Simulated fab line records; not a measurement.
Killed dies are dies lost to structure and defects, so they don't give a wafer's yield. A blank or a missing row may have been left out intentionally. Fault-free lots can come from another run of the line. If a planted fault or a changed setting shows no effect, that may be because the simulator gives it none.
The tool behind it: which one? + flow nandHarc + at 1 step of a route of 1159, 12 lots with 36 wafers sampled

## WHAT THE GAUGES READ, wafer by wafer
NHARC_A_ONON_D1_THK_MEAS_11: measures by ellipsometry.
| lot  | measured     | on           | thkNm (nm)     |
|------|--------------|--------------|----------------|
| L075 | day 7 22:52  | filmMetro-01 | 995 995 996    |
| L077 | day 8 13:04  | filmMetro-02 | 1006 1008 1007 |
| L079 | day 8 23:05  | filmMetro-01 | 1007 1008 1009 |
| L082 | day 9 08:18  | filmMetro-02 | 1002 1001 1001 |
| L084 | day 10 04:14 | filmMetro-02 | 997 997 999    |
| L083 | day 10 04:22 | filmMetro-02 | 1000 1002 1002 |
| L087 | day 10 16:23 | filmMetro-01 | 1011 1010 1012 |
| L088 | day 11 03:11 | filmMetro-02 | 1003 1002 1002 |
| L092 | day 12 01:06 | filmMetro-01 | 1003 1005 1003 |
| L093 | day 12 09:05 | filmMetro-02 | 1006 1008 1006 |
| L096 | day 13 03:12 | filmMetro-01 | 992 993 994    |
| L097 | day 13 03:20 | filmMetro-01 | 993 994 992    |

## WHICH TOOL RAN EACH LOT (tool, then ch and the chambers of the sampled wafers, then the start)
There is no process step in the record ahead of these readings.

## THE ANSWER, worked out from the rows above alone
Rule: what is usual is taken from the lots themselves. Put in order of their means at a reading, lots are off if they are a third of the lots or fewer, leave a main group of 4 or more, and stand apart from it by a gap of 3 or more times the standard deviation of the main group's means; of several such gaps the widest counts. The tables above print the reading to a certain number of digits; a main group whose means all agree to those digits is not used. Also off: a lot with no number at a reading for which 4 or more lots have one. Where the step has rows for the other lots, those lots are counted as sound.
No lot is off at any reading shown: from this, nothing can be told.

## WHAT THE SIMULATOR HAD INSERTED
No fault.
